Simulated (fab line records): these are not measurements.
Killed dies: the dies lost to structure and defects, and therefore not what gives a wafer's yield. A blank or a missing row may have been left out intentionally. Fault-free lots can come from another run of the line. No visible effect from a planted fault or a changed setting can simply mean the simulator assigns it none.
Struck lot and sound lot, side by side :: flow n5Finfet :: 26 steps out of a route of 1938
Sound: wafers L639.1, L639.3, L639.4. The struck wafers were L644.2, L644.3, L644.4. The cause comes at the end.
Order at every step that has rows: each side's tool, ch and its chambers, its first start. Under that, the readings that differ: sound wafers :: struck wafers :: difference of the means :: sigmas: that difference in standard deviations of wafers without a fault.
alike: words and numbers the same on both sides, and readings whose means are apart by under 2 such deviations; not compared: readings that were withheld, readings missing a value for some wafer, numbers with overlapping values and no deviation given by the record, and bounds like >300 which may hide the same value.
Wherever a step has rows on one side only, a row that says differs or no value, or a row with sigmas, the two part there. When numbers do not overlap yet have no deviation, they are printed without sigmas and do not part them. A reading missing from all wafers of one side parts the sides only when that side holds two or more wafers.

N5_BEOL_M5_ETCH_72: etches underlayer in N2/H2, target depth 6.5 nm, time 5.2 s.
  sound on rieDiel-06 ch 0,2,3, day 8 18:04; struck on rieDiel-02 ch 0,2,3, day 12 06:12
  alike: drypumpMotorCurrentA, etchRfOnTimeS, oesProductAu, rfVppV, showerheadPlenumPTorr, throttleValvePct
  not compared: rfHoursCounterH
then, 4 steps without rows for these wafers: N5_BEOL_M5_ETCH_61 (etches SiARC in CF4, target depth 15.6 nm, time 26 s); N5_BEOL_M5_ETCH_62 (etches SOC in N2/H2, target depth 75 nm, overetch 15 nm, time 112.5 s); N5_BEOL_M5_STRIP_63 (strips in N2/H2); N5_BEOL_M5_STRIP_73 (strips in N2/H2).
N5_BEOL_M5_STRIP_64: strips in CF4.
  sound on rieDiel-06 ch 0,2,3, day 8 18:14; struck on rieDiel-02 ch 0,2,3, day 12 06:22
  alike: biasPowerW, drypumpMotorCurrentA, oesProductAu, powerW, rfVppV, showerheadPlenumPTorr, throttleValvePct
  not compared: rfHoursCounterH
N5_BEOL_M5_HM_OPEN_17: chemistry Cl2/BCl3, target TiN, target depth 20 nm, overetch 6 nm.
  sound on rieMetal-01 ch 0,1, day 8 18:17; struck on rieMetal-01 ch 0,1, day 12 06:27
  alike: drypumpMotorCurrentA, oesProductAu, throttleValvePct
  not compared: rfHoursCounterH
N5_BEOL_M5_STRIP_19: strips in O2.
  sound on rieDiel-06 ch 0,1,3, day 8 18:23; struck on rieDiel-02 ch 0,2,3, day 12 06:34
  alike: drypumpMotorCurrentA, oesProductAu, rfVppV, showerheadPlenumPTorr, throttleValvePct
  not compared: rfHoursCounterH
N5_BEOL_M5_CD_MEAS_18: pitch 56 nm, target cd 28 nm.
  sound on cdSem-02 at day 8 18:28; struck on cdSem-01 at day 12 06:38
  alike: cdNm
then, 3 steps without rows for these wafers: N5_BEOL_M5_COAT_65 (time 60 s, resist thk 60 nm); N5_BEOL_M5_COAT_66 (time 60 s, resist thk 12 nm); N5_BEOL_M5_COAT_74 (time 60 s, resist thk 5 nm).
N5_BEOL_M5_COAT_22: resist thk 30 nm.
  sound on lithoTrack-05 ch 0, day 8 19:34; struck on lithoTrack-05 ch 0, day 12 09:17
reading: spinSpeedRpm (rpm)
sound: 1501.1 1498.8 1498.4
struck: 1414.4 1415.2 1416.1
difference: -84.2
sigmas: -77

reading: model.CAR-EUV_of_BEOL_M5_COAT_22.thkNm (nm)
sound: 30 30 30.2
struck: 30.8 30.8 31
difference: +0.8
sigmas: 
  alike: resistLineTempC
then, 5 steps without rows for these wafers: N5_BEOL_M5_EBR_24; N5_BEOL_M5_SOFTBAKE_23 (time 60 s); N5_BEOL_M5_EXPOSE_25 (exposes mask V4, defocus 10 nm); N5_BEOL_M5_PEB_26 (peb time 60 s); N5_BEOL_M5_DEVELOP_27 (develop time 30 s).
N5_BEOL_M5_CD_MEAS_28: target cd 30.6 nm, target cd y 20 nm.
  sound on cdSem-02 ch 0, day 8 19:50; struck on cdSem-02 ch 0, day 12 09:33
  alike: cdNm
N5_BEOL_M5_OVL_MEAS_29:
  sound on overlay-01 ch 0, day 8 19:52; struck on overlay-02 ch 0, day 12 09:35
  alike: V4_OVL
N5_BEOL_M5_INSPECT_30: inspects for defects (brightfield).
  sound on defectInspect-01 at day 8 19:56; struck on defectInspect-01 at day 12 09:38
  alike: rawDefectCount
then, 1 step without rows for these wafers: N5_BEOL_M5_DESCUM_33 (chemistry O2, time 7 s).
N5_BEOL_M5_ETCH_75: etches underlayer in N2/H2, target depth 6.5 nm, time 5.2 s.
  sound on rieDiel-05 ch 0,1,2, day 8 20:00; struck on rieDiel-05 ch 1,2,3, day 12 09:43
  alike: drypumpMotorCurrentA, etchRfOnTimeS, oesProductAu, rfVppV, showerheadPlenumPTorr, throttleValvePct
  not compared: rfHoursCounterH
N5_BEOL_M5_ETCH_67: etches SiARC in CF4, target depth 15.6 nm, time 26 s.
  sound on rieDiel-05 ch 0,1,2, day 8 20:01; struck on rieDiel-05 ch 1,2,3, day 12 09:43
reading: model.CAR-EUV_of_BEOL_M5_COAT_22.thkNm (nm)
sound: 11.2 11.2 11.2
struck: 12 12 12
difference: +1
sigmas: 
  alike: drypumpMotorCurrentA, etchRfOnTimeS, oesProductAu, rfVppV, showerheadPlenumPTorr, throttleValvePct
  not compared: rfHoursCounterH
then, 1 step without rows for these wafers: N5_BEOL_M5_ETCH_68 (etches SOC in N2/H2, target depth 80 nm, overetch 16 nm, time 120 s).
-- a jump in the record: the struck wafers' starts before and after are 5 days apart (it breaks off in module BEOL_M5 and resumes in module PASSIVATION, where the first step shown is number 1936 of the route) --
N5_PASSIVATION_PROBE_49:
  sound on prober-01 at day 13 03:03; struck on prober-01 at day 17 04:21
  alike: defectLimitedYield, killed_at_M0_to_M3, killed_at_M4_up, killedAtContacts, killedAtFrontEnd, killedAtOther, killedDies, killedOnRim, killedOpen, killedShort, sort_bin_5_function, sort_bin_6_memory, sortNPass, sortYieldPct

WHERE THEY PART
At N5_BEOL_M5_COAT_22 and nowhere else, as far as this record goes. Later steps at which nothing parts them and some readings are alike: N5_BEOL_M5_CD_MEAS_28, N5_BEOL_M5_OVL_MEAS_29, N5_BEOL_M5_INSPECT_30, N5_BEOL_M5_ETCH_75, N5_BEOL_M5_ETCH_67, N5_PASSIVATION_PROBE_49.

WHY: the cause the simulator had injected
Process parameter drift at N5_BEOL_M5_COAT_22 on lithoTrack-05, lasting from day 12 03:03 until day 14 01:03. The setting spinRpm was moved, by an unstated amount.
